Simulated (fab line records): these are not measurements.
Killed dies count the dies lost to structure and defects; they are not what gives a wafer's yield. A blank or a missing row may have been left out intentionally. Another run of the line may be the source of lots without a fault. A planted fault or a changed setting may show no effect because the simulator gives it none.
Matching of chambers + flow nand-harc + 4 sister chambers for NHARC_A_STAIRCASE_ETCHBACK_422 on rie-diel-01
The step etches the open film in CH3F/O2, target depth 40 nm, time 74.286 s. 18 wafers are shown with their chamber, then 9 later ones without.

WAFERS WITH THEIR CHAMBER
| wafer  | chamber | showerhead-plenum-p-Torr (Torr) | drypump-motor-current-A (A) | rf-vpp-V (V) |
|--------|---------|---------------------------------|-----------------------------|--------------|
| L078.2 | 3       | 2.51                            | 5.0                         | 245.7        |
| L078.4 | 1       | 2.46                            | 5.7                         | 243.2        |
| L078.5 | 3       | 2.51                            | 5.0                         | 244.0        |
| L082.2 | 1       | 2.46                            | 5.6                         | 245.0        |
| L082.3 | 0       | 2.63                            | 6.0                         | 247.3        |
| L082.6 | 3       | 2.51                            | 5.1                         | 244.9        |
| L083.1 | 3       | 2.51                            | 5.0                         | 245.2        |
| L083.2 | 0       | 2.63                            | 6.0                         | 245.5        |
| L083.5 | 0       | 2.63                            | 6.0                         | 246.7        |
| L084.1 | 3       | 2.50                            | 5.1                         | 244.2        |
| L084.2 | 2       | 2.42                            | 5.6                         | 243.9        |
| L084.5 | 2       | 2.42                            | 5.5                         | 244.2        |
| L085.1 | 1       | 2.45                            | 5.6                         | 244.2        |
| L085.3 | 2       | 2.42                            | 5.6                         | 244.7        |
| L085.4 | 0       | 2.63                            | 6.0                         | 246.3        |
| L092.2 | 1       | 2.45                            | 5.6                         | 244.7        |
| L092.4 | 0       | 2.62                            | 6.0                         | 246.7        |
| L092.5 | 0       | 2.62                            | 6.0                         | 245.7        |

SIGNATURES (means of the wafers above)
| reading                  | chamber 0 | chamber 1 | chamber 2 | chamber 3 | scatter within a chamber |
|--------------------------|-----------|-----------|-----------|-----------|--------------------------|
| showerhead-plenum-p-Torr | 2.6267    | 2.4550    | 2.4200    | 2.5080    | 0.00473                  |
| drypump-motor-current-A  | 6.000     | 5.625     | 5.567     | 5.040     | 0.0432                   |
| rf-vpp-V                 | 246.367   | 244.275   | 244.267   | 244.800   | 0.68                     |
Rule: for a wafer and a chamber, the distance is found by dividing, reading by reading, the gap between the wafer's reading and the chamber's mean by the reading's scatter, squaring, summing and taking the root. If the next closest chamber is less than 2 further off than the closest, the wafer can't be placed; otherwise it belongs to the closest. How the scatter is found: for the shown wafers, subtract from each reading the mean of its chamber, square and add these, divide the total by (wafers less chambers), then take the root.

WAFERS WITHOUT THEIR CHAMBER
| wafer  | showerhead-plenum-p-Torr (Torr) | drypump-motor-current-A (A) | rf-vpp-V (V) |
|--------|---------------------------------|-----------------------------|--------------|
| L088.2 | 2.42                            | 5.5                         | 244.1        |
| L088.3 | 2.62                            | 6.0                         | 246.1        |
| L088.6 | 2.42                            | 5.6                         | 243.6        |
| L090.2 | 2.62                            | 6.0                         | 247.0        |
| L090.3 | 2.45                            | 5.6                         | 244.9        |
| L090.6 | 2.42                            | 5.6                         | 244.0        |
| L094.1 | 2.41                            | 5.6                         | 243.8        |
| L094.4 | 2.45                            | 5.6                         | 245.0        |
| L094.6 | 2.41                            | 5.5                         | 244.7        |

WHICH CHAMBER EACH WENT THROUGH
| wafer  | from the rows above | in truth |
|--------|---------------------|----------|
| L088.2 | 2                   | 2        |
| L088.3 | 0                   | 0        |
| L088.6 | 2                   | 2        |
| L090.2 | 0                   | 0        |
| L090.3 | 1                   | 1        |
| L090.6 | 2                   | 2        |
| L094.1 | 2                   | 2        |
| L094.4 | 1                   | 1        |
| L094.6 | 2                   | 2        |
Correctly placed: 9 of 9. Left unplaced by these rows: 0. Placed wrongly: 0.
